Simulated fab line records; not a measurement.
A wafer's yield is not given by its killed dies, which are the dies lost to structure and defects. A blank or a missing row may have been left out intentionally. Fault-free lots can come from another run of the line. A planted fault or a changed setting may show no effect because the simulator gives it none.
Which tool was responsible?    flow n5_finfet    24 lots, 72 wafers sampled, at 6 steps of a route of 1938

## WHAT THE GAUGES SHOWED, per wafer
Not one reading of a measure or inspect step in the record can be checked against a usual standard deviation.

## EACH LOT AND THE TOOL THAT RAN IT (in order: tool; ch and the chambers of the sampled wafers; start)
lot   N5_MOL_CONTACT_COAG_ETCH_105        N5_MOL_CONTACT_COAG_ETCH_106        N5_MOL_CONTACT_COAG_TI_SIL_19  N5_MOL_CONTACT_COAG_PRE_CLEAN_141  N5_MOL_CONTACT_COAG_CMP_23     N5_MOL_CONTACT_COAG_ALD_131
L074  rie_diel-02 ch 1,2,3, day 4 23:53   rie_diel-02 ch 1,2,3, day 4 23:56   pvd_sputter-02, day 5 00:43    pvd_sputter-03, day 5 02:26        cmp-01 ch 0,1,3, day 5 04:56   ald_sin-02 ch 0,1,2, day 5 08:59
L075  rie_diel-06 ch 1,2, day 5 10:11     rie_diel-06 ch 1,2, day 5 10:13     pvd_sputter-01, day 5 12:20    pvd_sputter-03, day 5 13:19        cmp-01 ch 1,2,3, day 5 16:07   ald_sin-03 ch 0,1,3, day 5 20:05
L076  rie_diel-06 ch 0,1, day 5 11:05     rie_diel-06 ch 0,1, day 5 11:07     pvd_sputter-03, day 5 12:17    pvd_sputter-03, day 5 13:04        cmp-01 ch 0,1, day 5 15:50     ald_sin-03 ch 0,1, day 5 19:43
L077  rie_diel-01 ch 1,2,3, day 5 12:34   rie_diel-01 ch 1,2,3, day 5 12:35   pvd_sputter-01, day 5 13:26    pvd_sputter-02, day 5 14:57        cmp-04 ch 0,3, day 5 18:41     ald_sin-04 ch 0,1,3, day 5 22:40
L078  rie_diel-02 ch 0,1,3, day 6 00:34   rie_diel-02 ch 0,1,3, day 6 00:35   pvd_sputter-03, day 6 02:26    pvd_sputter-03, day 6 03:29        cmp-04 ch 0,2, day 6 07:40     ald_sin-02 ch 0,3, day 6 12:33
L079  rie_diel-02 ch 0,3, day 6 07:50     rie_diel-02 ch 0,3, day 6 07:52     pvd_sputter-02, day 6 08:38    pvd_sputter-03, day 6 11:36        cmp-03 ch 1,2,3, day 6 14:20   ald_sin-02 ch 1,2, day 6 19:26
L080  rie_diel-01 ch 1,2,3, day 6 10:53   rie_diel-01 ch 1,2,3, day 6 10:55   pvd_sputter-03, day 6 11:46    pvd_sputter-01, day 6 13:56        cmp-04 ch 0,2,3, day 6 16:53   ald_sin-04 ch 0,1,2, day 6 22:47
L083  rie_diel-02 ch 0,2,3, day 7 04:44   rie_diel-02 ch 0,2,3, day 7 04:46   pvd_sputter-01, day 7 07:08    pvd_sputter-02, day 7 08:01        cmp-03 ch 0,1,3, day 7 10:59   ald_sin-04 ch 1,2,3, day 7 16:07
L081  rie_diel-02 ch 1,3, day 7 07:40     rie_diel-02 ch 1,3, day 7 07:42     pvd_sputter-01, day 7 10:12    pvd_sputter-01, day 7 11:23        cmp-01 ch 0,1,2, day 7 14:07   ald_sin-04 ch 1,3, day 7 19:48
L084  rie_diel-06 ch 0,1,3, day 7 09:32   rie_diel-06 ch 0,1,3, day 7 09:34   pvd_sputter-01, day 7 10:24    pvd_sputter-01, day 7 12:17        cmp-03 ch 0,1,3, day 7 14:36   ald_sin-04 ch 1,3, day 7 20:39
L082  rie_diel-01 ch 1,2,3, day 7 10:38   rie_diel-01 ch 1,2,3, day 7 10:40   pvd_sputter-01, day 7 11:40    pvd_sputter-03, day 7 12:51        cmp-03 ch 2,3, day 7 15:04     ald_sin-04 ch 1,2,3, day 7 20:48
L085  rie_diel-02 ch 0,1,3, day 7 17:34   rie_diel-02 ch 0,1,3, day 7 17:35   pvd_sputter-02, day 7 18:49    pvd_sputter-01, day 7 19:56        cmp-04 ch 0,1,3, day 7 22:29   ald_sin-02 ch 0,1,2, day 8 05:10
L086  rie_diel-06 ch 2,3, day 7 17:49     rie_diel-06 ch 2,3, day 7 17:50     pvd_sputter-01, day 7 18:53    pvd_sputter-02, day 7 19:59        cmp-01 ch 1,2,3, day 7 22:40   ald_sin-02 ch 0,1,3, day 8 06:52
L087  rie_diel-01 ch 2,3, day 8 03:37     rie_diel-01 ch 2,3, day 8 03:39     pvd_sputter-01, day 8 04:32    pvd_sputter-03, day 8 05:21        cmp-03 ch 1,2, day 8 09:17     ald_sin-03 ch 2,3, day 8 14:17
L088  rie_diel-02 ch 1,2,3, day 8 04:48   rie_diel-02 ch 1,2,3, day 8 04:50   pvd_sputter-03, day 8 05:45    pvd_sputter-03, day 8 08:27        cmp-01 ch 2,3, day 8 10:58     ald_sin-03 ch 0,2, day 8 17:41
L089  rie_diel-06 ch 1,2, day 8 12:20     rie_diel-06 ch 1,2, day 8 12:22     pvd_sputter-03, day 8 13:13    pvd_sputter-01, day 8 14:49        cmp-01 ch 0,2,3, day 8 17:55   ald_sin-02 ch 0,3, day 8 23:15
L090  rie_diel-01 ch 0,2,3, day 8 18:10   rie_diel-01 ch 0,2,3, day 8 18:12   pvd_sputter-01, day 8 19:02    pvd_sputter-02, day 8 20:19        cmp-03 ch 1,2,3, day 8 23:59   ald_sin-04 ch 0,2,3, day 9 03:55
L091  rie_diel-02 ch 1,2, day 8 22:50     rie_diel-02 ch 1,2, day 8 22:52     pvd_sputter-03, day 8 23:39    pvd_sputter-02, day 9 00:23        cmp-04 ch 0,1, day 9 04:00     ald_sin-04 ch 0,3, day 9 07:50
L092  rie_diel-01 ch 0,2,3, day 9 05:35   rie_diel-01 ch 0,2,3, day 9 05:37   pvd_sputter-03, day 9 06:24    pvd_sputter-01, day 9 08:17        cmp-03 ch 0,1, day 9 11:46     ald_sin-04 ch 2,3, day 9 15:50
L093  rie_diel-06 ch 1,3, day 9 17:16     rie_diel-06 ch 1,3, day 9 17:17     pvd_sputter-03, day 9 18:19    pvd_sputter-03, day 9 19:26        cmp-04 ch 0,2,3, day 9 22:08   ald_sin-04 ch 0,2, day 10 02:10
L094  rie_diel-06 ch 0,2,3, day 9 21:37   rie_diel-06 ch 0,2,3, day 9 21:39   pvd_sputter-02, day 9 22:28    pvd_sputter-01, day 9 23:38        cmp-03 ch 0,3, day 10 03:17    ald_sin-03 ch 0,1,3, day 10 07:06
L095  rie_diel-06 ch 1,2,3, day 10 00:19  rie_diel-06 ch 1,2,3, day 10 00:20  pvd_sputter-03, day 10 02:31   pvd_sputter-01, day 10 03:50       cmp-01 ch 0,2,3, day 10 06:53  ald_sin-03 ch 2,3, day 10 11:11
L096  rie_diel-06 ch 1,2,3, day 10 08:43  rie_diel-06 ch 1,2,3, day 10 08:45  pvd_sputter-03, day 10 10:25   pvd_sputter-03, day 10 11:38       cmp-01 ch 0,2,3, day 10 15:13  ald_sin-02 ch 1,2,3, day 10 21:25
L097  rie_diel-06 ch 0,2,3, day 10 18:08  rie_diel-06 ch 0,2,3, day 10 18:10  pvd_sputter-02, day 10 18:56   pvd_sputter-03, day 10 21:07       cmp-01 ch 0,1,3, day 11 00:32  ald_sin-03 ch 0,1,2, day 11 04:20
- N5_MOL_CONTACT_COAG_ETCH_105: etches SiARC in CF4, target depth 15.6 nm, time 26 s.
- N5_MOL_CONTACT_COAG_ETCH_106: etches SOC in N2/H2, target depth 80 nm, overetch 16 nm, time 120 s.
- N5_MOL_CONTACT_COAG_TI_SIL_19: material Ti, target thk 4.2 nm, time 15 s.
- N5_MOL_CONTACT_COAG_PRE_CLEAN_141: time 60 s.
- N5_MOL_CONTACT_COAG_CMP_23: polishes, stops on SiO2, t overpolish 1.5 s, target thk 0 nm.
- N5_MOL_CONTACT_COAG_ALD_131: deposits SiO2, target thk 5 nm, pulse time 1 s, co reactant pulse time 1 s.

## WHAT THE TOOLS THEMSELVES READ (means of the sampled wafers that have a number; where no wafer has one, the mark that the record gives instead)
N5_MOL_CONTACT_COAG_ETCH_105.
lot   tool         drypump_motor_current_A (A)  etch_rf_on_time_s (s)  oes_product_au (a.u.)  rf_vpp_V (V)  showerhead_plenum_p_Torr (Torr)  throttle_valve_pct (%)
L074  rie_diel-02  5.6                          25.6                   0.64                   185.4         2.20                             15.73
L075  rie_diel-06  5.4                          26.2                   0.63                   184.6         2.22                             15.48
L076  rie_diel-06  5.3                          25.3                   0.66                   184.9         2.24                             15.70
L077  rie_diel-01  5.4                          25.8                   0.66                   183.8         2.15                             15.55
L078  rie_diel-02  5.6                          26.1                   0.69                   186.3         2.22                             15.66
L079  rie_diel-02  5.4                          25.7                   0.76                   185.6         2.24                             15.59
L080  rie_diel-01  5.4                          25.8                   0.66                   184.0         2.14                             15.56
L083  rie_diel-02  5.5                          26.0                   0.68                   184.7         2.22                             15.68
L081  rie_diel-02  5.7                          26.1                   0.63                   185.0         2.19                             15.78
L084  rie_diel-06  5.5                          25.0                   0.72                   184.3         2.19                             15.63
L082  rie_diel-01  5.4                          25.8                   0.64                   184.4         2.14                             15.60
L085  rie_diel-02  5.6                          25.9                   0.68                   185.4         2.21                             15.70
L086  rie_diel-06  5.2                          25.4                   0.70                   184.2         2.18                             15.46
L087  rie_diel-01  5.1                          26.4                   0.61                   184.2         2.12                             15.62
L088  rie_diel-02  5.7                          25.9                   0.62                   184.4         2.19                             15.78
L089  rie_diel-06  5.2                          25.7                   0.62                   185.3         2.22                             15.47
L090  rie_diel-01  5.2                          26.1                   0.60                   184.2         2.15                             15.63
L091  rie_diel-02  5.6                          26.4                   0.59                   184.4         2.22                             15.83
L092  rie_diel-01  5.2                          26.2                   0.59                   184.5         2.15                             15.62
L093  rie_diel-06  5.6                          24.8                   0.74                   184.4         2.14                             15.60
L094  rie_diel-06  5.3                          25.2                   0.69                   184.4         2.18                             15.62
L095  rie_diel-06  5.4                          25.5                   0.67                   184.5         2.18                             15.55
L096  rie_diel-06  5.4                          25.3                   0.67                   184.6         2.18                             15.55
L097  rie_diel-06  5.3                          25.3                   0.68                   184.5         2.18                             15.65

N5_MOL_CONTACT_COAG_ETCH_106.
lot   tool         drypump_motor_current_A (A)  h2_flow_sccm (sccm)  oes_product_au (a.u.)  rf_vpp_V (V)  showerhead_plenum_p_Torr (Torr)  throttle_valve_pct (%)
L074  rie_diel-02  5.6                          199.6                0.67                   526.9         2.61                             17.93
L075  rie_diel-06  5.4                          200.2                0.66                   526.5         2.63                             17.56
L076  rie_diel-06  5.3                          199.6                0.69                   526.6         2.65                             17.92
L077  rie_diel-01  5.4                          200.5                0.70                   523.9         2.55                             17.78
L078  rie_diel-02  5.6                          200.0                0.72                   527.2         2.64                             17.93
L079  rie_diel-02  5.4                          199.5                0.79                   526.9         2.66                             17.82
L080  rie_diel-01  5.4                          200.0                0.68                   523.7         2.54                             17.81
L083  rie_diel-02  5.5                          199.9                0.71                   526.3         2.63                             17.85
L081  rie_diel-02  5.7                          200.6                0.65                   525.2         2.61                             18.06
L084  rie_diel-06  5.5                          200.4                0.73                   525.1         2.59                             17.83
L082  rie_diel-01  5.4                          200.4                0.67                   524.0         2.54                             17.82
L085  rie_diel-02  5.6                          199.6                0.71                   526.3         2.63                             17.95
L086  rie_diel-06  5.2                          199.9                0.72                   525.6         2.58                             17.69
L087  rie_diel-01  5.1                          200.0                0.65                   523.4         2.52                             17.83
L088  rie_diel-02  5.7                          199.5                0.64                   526.0         2.60                             17.97
L089  rie_diel-06  5.1                          200.4                0.65                   526.4         2.62                             17.63
L090  rie_diel-01  5.2                          200.2                0.63                   524.9         2.55                             17.83
L091  rie_diel-02  5.6                          201.1                0.63                   526.0         2.63                             18.09
L092  rie_diel-01  5.2                          200.1                0.63                   524.0         2.55                             17.85
L093  rie_diel-06  5.6                          199.7                0.75                   523.0         2.52                             17.73
L094  rie_diel-06  5.3                          200.6                0.71                   525.3         2.59                             17.89
L095  rie_diel-06  5.4                          199.8                0.69                   524.6         2.57                             17.69
L096  rie_diel-06  5.4                          199.5                0.69                   524.7         2.56                             17.70
L097  rie_diel-06  5.3                          199.7                0.71                   524.7         2.58                             17.90

N5_MOL_CONTACT_COAG_TI_SIL_19.
lot   tool            throttle_valve_pct (%)
L074  pvd_sputter-02  29.3
L075  pvd_sputter-01  30.0
L076  pvd_sputter-03  29.0
L077  pvd_sputter-01  28.9
L078  pvd_sputter-03  28.9
L079  pvd_sputter-02  29.7
L080  pvd_sputter-03  29.4
L083  pvd_sputter-01  30.4
L081  pvd_sputter-01  29.7
L084  pvd_sputter-01  28.7
L082  pvd_sputter-01  30.2
L085  pvd_sputter-02  28.8
L086  pvd_sputter-01  30.1
L087  pvd_sputter-01  30.9
L088  pvd_sputter-03  29.2
L089  pvd_sputter-03  29.1
L090  pvd_sputter-01  30.6
L091  pvd_sputter-03  29.0
L092  pvd_sputter-03  28.7
L093  pvd_sputter-03  29.3
L094  pvd_sputter-02  29.6
L095  pvd_sputter-03  29.3
L096  pvd_sputter-03  29.2
L097  pvd_sputter-02  28.9

N5_MOL_CONTACT_COAG_PRE_CLEAN_141.
lot   tool            heater_power_w (W)
L074  pvd_sputter-03  455
L075  pvd_sputter-03  425
L076  pvd_sputter-03  403
L077  pvd_sputter-02  432
L078  pvd_sputter-03  384
L079  pvd_sputter-03  465
L080  pvd_sputter-01  476
L083  pvd_sputter-02  461
L081  pvd_sputter-01  430
L084  pvd_sputter-01  480
L082  pvd_sputter-03  506
L085  pvd_sputter-01  444
L086  pvd_sputter-02  455
L087  pvd_sputter-03  467
L088  pvd_sputter-03  472
L089  pvd_sputter-01  435
L090  pvd_sputter-02  460
L091  pvd_sputter-02  427
L092  pvd_sputter-01  427
L093  pvd_sputter-03  455
L094  pvd_sputter-01  431
L095  pvd_sputter-01  480
L096  pvd_sputter-03  440
L097  pvd_sputter-03  453

N5_MOL_CONTACT_COAG_CMP_23.
lot   tool    edge_zone_pressure_frac  motor_current_A (A)  overpolish_run_s (s)  pad_life_wafers  platen_rpm (rpm)  time_to_endpoint_s (s)
L074  cmp-01  1.002                    7.2                  1.498                 1724             50.27             8.5
L075  cmp-01  0.999                    7.8                  1.501                 1820             50.34             8.7
L076  cmp-01  0.997                    6.9                  1.492                 1812             50.31             7.7
L077  cmp-04  0.995                    8.1                  1.497                 1142             50.32             6.9
L078  cmp-04  1.000                    8.0                  1.502                 1268             50.27             8.7
L079  cmp-03  1.000                    8.3                  1.496                 1370             50.30             7.1
L080  cmp-04  0.999                    7.9                  1.501                 1364             50.27             11.2
L083  cmp-03  0.998                    7.9                  1.505                 1586             50.30             8.3
L081  cmp-01  1.001                    7.0                  1.500                 44               50.25             8.7
L084  cmp-03  0.999                    8.0                  1.503                 1616             50.28             10.2
L082  cmp-03  0.999                    7.8                  1.501                 1620             50.31             9.9
L085  cmp-04  1.003                    8.3                  1.504                 1615             50.32             10.8
L086  cmp-01  0.996                    7.8                  1.504                 117              50.31             10.5
L087  cmp-03  1.002                    8.5                  1.503                 1764             50.31             8.2
L088  cmp-01  0.998                    7.8                  1.509                 224              50.28             12.8
L089  cmp-01  0.994                    7.4                  1.494                 283              50.27             4.9
L090  cmp-03  0.994                    8.3                  1.503                 1904             50.29             8.5
L091  cmp-04  0.999                    8.4                  1.511                 1860             50.27             10.9
L092  cmp-03  1.002                    8.4                  1.498                 1988             50.24             10.3
L093  cmp-04  1.003                    8.1                  1.495                 2036             50.27             15.4
L094  cmp-03  0.997                    7.5                  1.490                 36               50.31             8.3
L095  cmp-01  1.001                    7.7                  1.506                 573              50.29             8.1
L096  cmp-01  0.998                    7.7                  1.501                 638              50.29             6.3
L097  cmp-01  1.003                    7.2                  1.501                 709              50.32             7.2

N5_MOL_CONTACT_COAG_ALD_131.
lot   tool        heater_power_w (W)  precursor_pulse_height_rel
L074  ald_sin-02  75                  1.003
L075  ald_sin-03  71                  1.000
L076  ald_sin-03  67                  1.004
L077  ald_sin-04  79                  1.021
L078  ald_sin-02  68                  1.003
L079  ald_sin-02  75                  1.003
L080  ald_sin-04  79                  0.988
L083  ald_sin-04  79                  0.986
L081  ald_sin-04  78                  1.012
L084  ald_sin-04  82                  1.001
L082  ald_sin-04  81                  1.007
L085  ald_sin-02  75                  0.999
L086  ald_sin-02  76                  0.981
L087  ald_sin-03  76                  0.998
L088  ald_sin-03  68                  0.969
L089  ald_sin-02  68                  0.998
L090  ald_sin-04  76                  0.998
L091  ald_sin-04  75                  0.991
L092  ald_sin-04  78                  0.993
L093  ald_sin-04  75                  1.011
L094  ald_sin-03  71                  1.000
L095  ald_sin-03  76                  1.000
L096  ald_sin-02  76                  1.009
L097  ald_sin-03  68                  0.994

## THE ANSWER, worked out from the rows above alone
Rule: what is usual is taken from the lots themselves. The widest of any qualifying gaps counts: lots, ordered by their means at a reading, are off when they make up no more than a third of the lots, leave a main group of 4 or more, and stand apart from it by 3 or more times the standard deviation of that group's means. The tables above print the reading to a certain number of digits; a main group whose means all agree to those digits is not used. Also off: a lot with no number at a reading for which 4 or more lots have one. Any other lot the step has rows for is counted as sound. Order of review: gauges by route order, followed by the tools' own readings, for which a lot's mean as printed above is used. The first step at which some lot is off is used, and at that step the reading that is off furthest; a lot without a number counts as furthest.
Across all readings shown, no lot is off: no conclusion can be drawn from this.

## WHAT HAD BEEN PUT IN BY THE SIMULATOR
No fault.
